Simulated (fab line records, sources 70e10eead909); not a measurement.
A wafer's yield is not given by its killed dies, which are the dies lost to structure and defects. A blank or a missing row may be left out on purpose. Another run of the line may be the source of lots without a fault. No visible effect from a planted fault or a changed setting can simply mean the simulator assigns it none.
fab line records | flow nandHarc
[record] lots = 6 wafers = 18 lastDay = 33
route steps=1302 shown A_DECK1_JOINT@544 A_ONON_D2@545 END@1302
lots that met no fault: from a run of the same line without faults
startH: hours from the record's opening day to when the first of the lot's shown wafers began | waitH: hours since the lot's step before | " the same as in the row above | L1.1+2: a row that stands for several wafers | - either no value or no given start | * or withheld: withheld | < > ~ a bound
route shown NAME@n: names a module that has steps shown in the file, with the first one's number in the route | usual: mean/standard deviation taken from wafers without a fault | same: alike in all rows | chamber/n: place in a boat | sites: each site's reading | _std_site: their standard deviation | _edge_site: mean of outer sites minus mean of inner sites | radiusMm: how far each site lies from the wafer's centre | mask NAME#n: copy n | behind: tool/chamber where the wafer was last shaped | hold: cause of the lot's hold/its duration in hours/its outcome | device: the transistor (n, p or np) that didn't switch | end of line: at the end of the route, the tests of the same wafers | where a step has no rows: the recipe by itself | killed: dies lost to structure and defects at the first sort, not the wafer's yield | map: per-die view of a wafer (x killed, . not killed, _ where there is no die)
set.NAME: the setting the step ran with; set.NAME@STEP: the setting that earlier step ran with | model.NAME: the simulator's own value behind a step, which no gauge read
lots at some steps of the route; a table a step, a row a wafer
services: from which hour (startH, from the record's first day; less than 0 if before it) a tool's chamber was out of use, for how many hours, and why
[[steps]]
[step NHARC_A_DECK1_JOINT_INSPECT_05]
[usual] rawDefectCount = 313/110
// columns lot.wafer tool chamber startH waitH rawDefectCount
L640.1 defectInspect-01 - 303.49 0.0 326
L640.2 " - " " 337
L640.6 " - " " 327
L642.2 defectInspect-01 - 324.87 0.0 319
L642.3 " - " " 456
L642.5 " - " " 528
L652.4 defectInspect-01 - 420.60 0.0 423
L652.5 " - " " 431
L652.6 " - " " 312
L657.3 defectInspect-01 - 476.36 0.0 697
L657.4 " - " " 511
L657.6 " - " " 309
L658.3 defectInspect-01 - 490.83 0.0 245
L658.4 " - " " 410
L658.6 " - " " 175
L660.2 defectInspect-01 - 499.06 0.0 244
L660.4 " - " " 303
L660.5 " - " " 339
[step NHARC_A_ONON_D2_DEP_00]
[recipe] targetThkA = 10000 n2FlowSccm = 2750 n2oFlowSccm = 2000 nh3FlowSccm = 500 sih4FlowSccm = 210 tempC = 400
[step NHARC_A_ONON_D2_THK_MEAS_02]
[recipe] thkMeasGauge = ellipsometry
[usual] thkNm = 1000/8.2
// columns lot.wafer tool chamber startH waitH thkNm
L640.1 filmMetro-01 - 304.06 - 995
L640.2 " - " " 993
L640.6 " - " " 995
L642.2 filmMetro-02 - 325.46 - 996
L642.3 " - " " 996
L642.5 " - " " 998
L652.4 filmMetro-01 - 421.24 - 1002
L652.5 " - " " 1002
L652.6 " - " " 1002
L657.3 filmMetro-01 - 476.93 - 998
L657.4 " - " " 997
L657.6 " - " " 998
L658.3 filmMetro-02 - 491.40 - 1003
L658.4 " - " " 1003
L658.6 " - " " 1004
L660.2 filmMetro-02 - 499.64 - 1001
L660.4 " - " " 1002
L660.5 " - " " 1001
[step NHARC_A_ONON_D2_DEP_03]
[recipe] targetThkA = 10000 n2FlowSccm = 2750 n2oFlowSccm = 2000 nh3FlowSccm = 500 sih4FlowSccm = 210 tempC = 400
[step NHARC_A_ONON_D2_THK_MEAS_05]
[recipe] thkMeasGauge = ellipsometry
[usual] thkNm = 1002/6.5
// columns lot.wafer tool chamber startH waitH thkNm
L640.1 filmMetro-02 - 304.63 - 997
L640.2 " - " " 999
L640.6 " - " " 999
L642.2 filmMetro-02 - 326.02 - 1003
L642.3 " - " " 1003
L642.5 " - " " 1004
L652.4 filmMetro-01 - 421.80 - 989
L652.5 " - " " 987
L652.6 " - " " 989
L657.3 filmMetro-01 - 477.49 - 1007
L657.4 " - " " 1006
L657.6 " - " " 1006
L658.3 filmMetro-02 - 491.97 - 1002
L658.4 " - " " 1002
L658.6 " - " " 1002
L660.2 filmMetro-02 - 500.20 - 1008
L660.4 " - " " 1009
L660.5 " - " " 1009
[step NHARC_A_ONON_D2_DEP_06]
[recipe] targetThkA = 10000 n2FlowSccm = 2750 n2oFlowSccm = 2000 nh3FlowSccm = 500 sih4FlowSccm = 210 tempC = 400
[step NHARC_A_ONON_D2_THK_MEAS_08]
[recipe] thkMeasGauge = ellipsometry
[usual] thkNm = 999/9.4
// columns lot.wafer tool chamber startH waitH thkNm
L640.1 filmMetro-01 - 305.20 - 1010
L640.2 " - " " 1012
L640.6 " - " " 1008
L642.2 filmMetro-01 - 326.59 - 1007
L642.3 " - " " 1006
L642.5 " - " " 1008
L652.4 filmMetro-01 - 422.37 - 998
L652.5 " - " " 999
L652.6 " - " " 1001
L657.3 filmMetro-01 - 478.07 - 996
L657.4 " - " " 998
L657.6 " - " " 999
L658.3 filmMetro-02 - 492.54 - 988
L658.4 " - " " 988
L658.6 " - " " 987
L660.2 filmMetro-02 - 500.77 - 1002
L660.4 " - " " 1003
L660.5 " - " " 1004
[step NHARC_A_ONON_D2_DEP_09]
[recipe] targetThkA = 10000 n2FlowSccm = 2750 n2oFlowSccm = 2000 nh3FlowSccm = 500 sih4FlowSccm = 210 tempC = 400
[step NHARC_A_ONON_D2_THK_MEAS_11]
[recipe] thkMeasGauge = ellipsometry
[usual] thkNm = 1002/12
// columns lot.wafer tool chamber startH waitH thkNm
L640.1 filmMetro-01 - 305.77 - 1007
L640.2 " - " " 1006
L640.6 " - " " 1007
L642.2 filmMetro-01 - 327.15 - 989
L642.3 " - " " 991
L642.5 " - " " 989
L652.4 filmMetro-01 - 422.94 - 985
L652.5 " - " " 983
L652.6 " - " " 982
L657.3 filmMetro-01 - 478.63 - 1009
L657.4 " - " " 1006
L657.6 " - " " 1005
L658.3 filmMetro-02 - 493.10 - 1017
L658.4 " - " " 1014
L658.6 " - " " 1014
L660.2 filmMetro-01 - 501.33 - 1007
L660.4 " - " " 1008
L660.5 " - " " 1008
[step NHARC_A_ONON_D2_DEP_12]
[recipe] targetThkA = 10000 n2FlowSccm = 2750 n2oFlowSccm = 2000 nh3FlowSccm = 500 sih4FlowSccm = 210 tempC = 400
[step NHARC_A_ONON_D2_THK_MEAS_14]
[recipe] thkMeasGauge = ellipsometry
[usual] thkNm = 998/12
// columns lot.wafer tool chamber startH waitH thkNm
L640.1 filmMetro-02 - 306.33 - 1003
L640.2 " - " " 1005
L640.6 " - " " 1005
L642.2 filmMetro-01 - 327.71 - 980
L642.3 " - " " 980
L642.5 " - " " 980
L652.4 filmMetro-02 - 423.51 - 1023
L652.5 " - " " 1023
L652.6 " - " " 1022
L657.3 filmMetro-01 - 479.19 - 989
L657.4 " - " " 990
L657.6 " - " " 988
L658.3 filmMetro-01 - 493.67 - 984
L658.4 " - " " 984
L658.6 " - " " 984
L660.2 filmMetro-01 - 501.89 - 998
L660.4 " - " " 997
L660.5 " - " " 997
[step NHARC_A_ONON_D2_ANNEAL_15]
[recipe] tempC = 750 timeS = 3600
[step NHARC_A_ONON_D2_DEP_16]
[recipe] targetThkA = 10000 n2FlowSccm = 2750 n2oFlowSccm = 2000 nh3FlowSccm = 500 sih4FlowSccm = 210 tempC = 400
[usual] n2oFlowSccm = 2001/6.5
// columns lot.wafer tool chamber startH waitH n2oFlowSccm
L640.1 pecvdOnon-02 0 316.41 0.4 2000
L640.2 " 0 " " 1991
L640.6 " 0 " " 1991
L642.2 pecvdOnon-02 0 335.53 0.4 2001
L642.3 " 0 " " 2002
L642.5 " 0 " " 1997
L652.4 pecvdOnon-01 0 431.40 0.6 1995
L652.5 " 0 " " 2000
L652.6 " 0 " " 2004
L657.3 pecvdOnon-02 0 486.84 0.5 2000
L657.4 " 0 " " 1995
L657.6 " 0 " " 1999
L658.3 pecvdOnon-02 0 501.03 0.5 1998
L658.4 " 0 " " 1998
L658.6 " 0 " " 1996
L660.2 pecvdOnon-03 0 508.68 0.4 1996
L660.4 " 0 " " 2016
L660.5 " 0 " " 2005
[step NHARC_A_ONON_D2_THK_MEAS_18]
[recipe] thkMeasGauge = ellipsometry
[usual] thkNm = 999/12
// columns lot.wafer tool chamber startH waitH thkNm
L640.1 filmMetro-01 - 316.92 - 666
L640.2 " - " " 666
L640.6 " - " " 664
L642.2 filmMetro-02 - 335.98 - 706
L642.3 " - " " 705
L642.5 " - " " 705
L652.4 filmMetro-02 - 431.74 - 1016
L652.5 " - " " 1015
L652.6 " - " " 1015
L657.3 filmMetro-02 - 487.24 - 999
L657.4 " - " " 999
L657.6 " - " " 1001
L658.3 filmMetro-02 - 501.43 - 996
L658.4 " - " " 995
L658.6 " - " " 994
L660.2 filmMetro-02 - 509.13 - 1000
L660.4 " - " " 998
L660.5 " - " " 998
[step NHARC_A_ONON_D2_DEP_19]
[recipe] targetThkA = 10000 n2FlowSccm = 2750 n2oFlowSccm = 2000 nh3FlowSccm = 500 sih4FlowSccm = 210 tempC = 400
[step NHARC_END_SORT_01]
[recipe] tempC = 25
[usual] killedAtArray = 53/19 killedAtOther = 0.8/1.2 killedAtPeriphery = 3.7/2.3 killedDies = 57/19 killedOpen = 3.2/1.7 killedShort = 2.6/1.8
[same] grossDies = 677
// columns lot.wafer tool chamber startH waitH killedAtArray killedAtOther killedAtPeriphery killedDies killedOpen killedShort
L640.1 prober-02 0 591.48 2.5 672 0 5 677 0 2
L640.2 prober-02 0 592.29 2.8 670 0 7 677 2 4
L640.6 prober-02 0 595.50 4.0 667 0 10 677 2 3
L642.2 prober-02 0 633.77 2.8 674 1 2 677 3 4
L642.3 prober-02 0 634.57 3.1 676 0 1 677 4 8
L642.5 prober-02 0 636.17 3.7 676 1 0 677 2 1
// killed by level:class
L640.1 A_ONON_D2:areaDep=626 A_CHANNEL_HOLE_D2:chamberFilmFlake=33 A_CONTACT:chamberFilmFlake=5 P_M0:chamberFilmFlake=2 A_CHANNEL_FILL_D1:chamberFilmFlake=2 A_STAIRCASE:chamberFilmFlake=2 A_STAIRCASE:geometricParticle:short=1 A_M1:geometricParticle:short=1
L640.2 A_ONON_D2:areaDep=644 A_CHANNEL_HOLE_D2:chamberFilmFlake=13 P_M0:chamberFilmFlake=4 A_CONTACT:chamberFilmFlake=4 P_GATE:chamberFilmFlake=3 A_DECK1_JOINT:geometricParticle:short=2 A_SOURCE_PLATE:geometricParticle:open=1 A_CHANNEL_FILL_D1:geometricParticle:short=1
L640.6 A_ONON_D2:areaDep=626 A_CHANNEL_HOLE_D2:chamberFilmFlake=33 P_M0:chamberFilmFlake=7 A_WL_FILL:geometricParticle:short=2 P_GATE:chamberFilmFlake=2 A_CONTACT:chamberFilmFlake=2 P_M0:geometricParticle:open=1 A_CHANNEL_FILL_D1:geometricParticle:short=1
L642.2 A_ONON_D2:areaDep=644 A_CHANNEL_HOLE_D2:chamberFilmFlake=9 A_STAIRCASE:chamberFilmFlake=6 A_CHANNEL_HOLE_D1:chamberFilmFlake=3 A_SLIT:chamberFilmFlake=3 A_WL_FILL:geometricParticle:short=2 P_STI:geometricParticle:short=1 P_M1:geometricParticle:open=1
L642.3 A_ONON_D2:areaDep=645 A_CHANNEL_HOLE_D2:chamberFilmFlake=8 A_WL_FILL:geometricParticle:short=4 A_CHANNEL_HOLE_D1:chamberFilmFlake=3 A_SGD_CUT:geometricParticle:short=2 A_CHANNEL_FILL_D1:chamberFilmFlake=2 A_WL_FILL:chamberFilmFlake=2 A_STAIRCASE:chamberFilmFlake=2
L642.5 A_ONON_D2:areaDep=651 A_CHANNEL_HOLE_D2:chamberFilmFlake=9 A_STAIRCASE:chamberFilmFlake=6 A_CHANNEL_HOLE_D1:chamberFilmFlake=2 A_WL_FILL:chamberFilmFlake=2 A_CONTACT:chamberFilmFlake=2 A_ONON_D1:geometricParticle:open=1 A_ONON_D2:geometricParticle:open=1
// map L640.1 (x killed, . not)
____________x____________
_________xxxxxxx_________
_______xxxxxxxxxxx_______
______xxxxxxxxxxxxx______
_____xxxxxxxxxxxxxxx_____
____xxxxxxxxxxxxxxxxx____
____xxxxxxxxxxxxxxxxx____
___xxxxxxxxxxxxxxxxxxx___
___xxxxxxxxxxxxxxxxxxx___
__xxxxxxxxxxxxxxxxxxxxx__
__xxxxxxxxxxxxxxxxxxxxx__
_xxxxxxxxxxxxxxxxxxxxxxx_
_xxxxxxxxxxxxxxxxxxxxxxx_
_xxxxxxxxxxxxxxxxxxxxxxx_
_xxxxxxxxxxxxxxxxxxxxxxx_
_xxxxxxxxxxxxxxxxxxxxxxx_
xxxxxxxxxxxxxxxxxxxxxxxxx
xxxxxxxxxxxxxxxxxxxxxxxxx
xxxxxxxxxxxxxxxxxxxxxxxxx
xxxxxxxxxxxxxxxxxxxxxxxxx
xxxxxxxxxxxxxxxxxxxxxxxxx
_xxxxxxxxxxxxxxxxxxxxxxx_
_xxxxxxxxxxxxxxxxxxxxxxx_
_xxxxxxxxxxxxxxxxxxxxxxx_
_xxxxxxxxxxxxxxxxxxxxxxx_
_xxxxxxxxxxxxxxxxxxxxxxx_
__xxxxxxxxxxxxxxxxxxxxx__
__xxxxxxxxxxxxxxxxxxxxx__
___xxxxxxxxxxxxxxxxxxx___
___xxxxxxxxxxxxxxxxxxx___
____xxxxxxxxxxxxxxxxx____
____xxxxxxxxxxxxxxxxx____
_____xxxxxxxxxxxxxxx_____
______xxxxxxxxxxxxx______
_______xxxxxxxxxxx_______
_________xxxxxxx_________
____________x____________
// map L642.2 (x killed, . not)
____________x____________
_________xxxxxxx_________
_______xxxxxxxxxxx_______
______xxxxxxxxxxxxx______
_____xxxxxxxxxxxxxxx_____
____xxxxxxxxxxxxxxxxx____
____xxxxxxxxxxxxxxxxx____
___xxxxxxxxxxxxxxxxxxx___
___xxxxxxxxxxxxxxxxxxx___
__xxxxxxxxxxxxxxxxxxxxx__
__xxxxxxxxxxxxxxxxxxxxx__
_xxxxxxxxxxxxxxxxxxxxxxx_
_xxxxxxxxxxxxxxxxxxxxxxx_
_xxxxxxxxxxxxxxxxxxxxxxx_
_xxxxxxxxxxxxxxxxxxxxxxx_
_xxxxxxxxxxxxxxxxxxxxxxx_
xxxxxxxxxxxxxxxxxxxxxxxxx
xxxxxxxxxxxxxxxxxxxxxxxxx
xxxxxxxxxxxxxxxxxxxxxxxxx
xxxxxxxxxxxxxxxxxxxxxxxxx
xxxxxxxxxxxxxxxxxxxxxxxxx
_xxxxxxxxxxxxxxxxxxxxxxx_
_xxxxxxxxxxxxxxxxxxxxxxx_
_xxxxxxxxxxxxxxxxxxxxxxx_
_xxxxxxxxxxxxxxxxxxxxxxx_
_xxxxxxxxxxxxxxxxxxxxxxx_
__xxxxxxxxxxxxxxxxxxxxx__
__xxxxxxxxxxxxxxxxxxxxx__
___xxxxxxxxxxxxxxxxxxx___
___xxxxxxxxxxxxxxxxxxx___
____xxxxxxxxxxxxxxxxx____
____xxxxxxxxxxxxxxxxx____
_____xxxxxxxxxxxxxxx_____
______xxxxxxxxxxxxx______
_______xxxxxxxxxxx_______
_________xxxxxxx_________
____________x____________
[[services]]
// columns tool chamber startH hours kind
pecvdOnon-02 - 366.00 13.0 pm
pecvdOnon-03 - 408.19 13.0 pm
pecvdOnon-01 - 450.58 13.0 pm
[[key]]
[firstSign] step = NHARC_A_ONON_D2_THK_MEAS_18 reading = thkNm direction = down sigmas = 25 usual = 999 struck = 685
[effect] step = NHARC_END_SORT_01 reading = killedDies direction = up sigmas = 32 usual = 57 struck = 677
[moreKillsBornAt] NHARC_A_ONON_D2_DEP_16@pecvdOnon-02 = 3836
metAt NHARC_A_ONON_D2_DEP_16
struckWafers L640.1,L640.2,L640.6,L642.2,L642.3,L642.5
laterRowsLeftOut L640.1,L640.2,L640.6,L642.2,L642.3,L642.5
testerLeftOut L640,L642
[fault] kind = processParameterDrift tool = pecvdOnon-02 chamber = - onsetH = 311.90 steps = NHARC_A_ONON_D2_DEP_16 channel = targetThkA offset = * shape = step endH = 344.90 actsIn = * stated = *
// testerLeftOut: of these lots the tester's yield and bins aren't shown, on N5 and GAA mostly nor the transistor test; their killed dies are dies lost to structure and defects alone, not to doping, threshold or leakage, so they don't give the yield
// laterRowsLeftOut: the simulator's readings of these wafers behind a module that went badly wrong aren't trusted and aren't shown, but for the sort
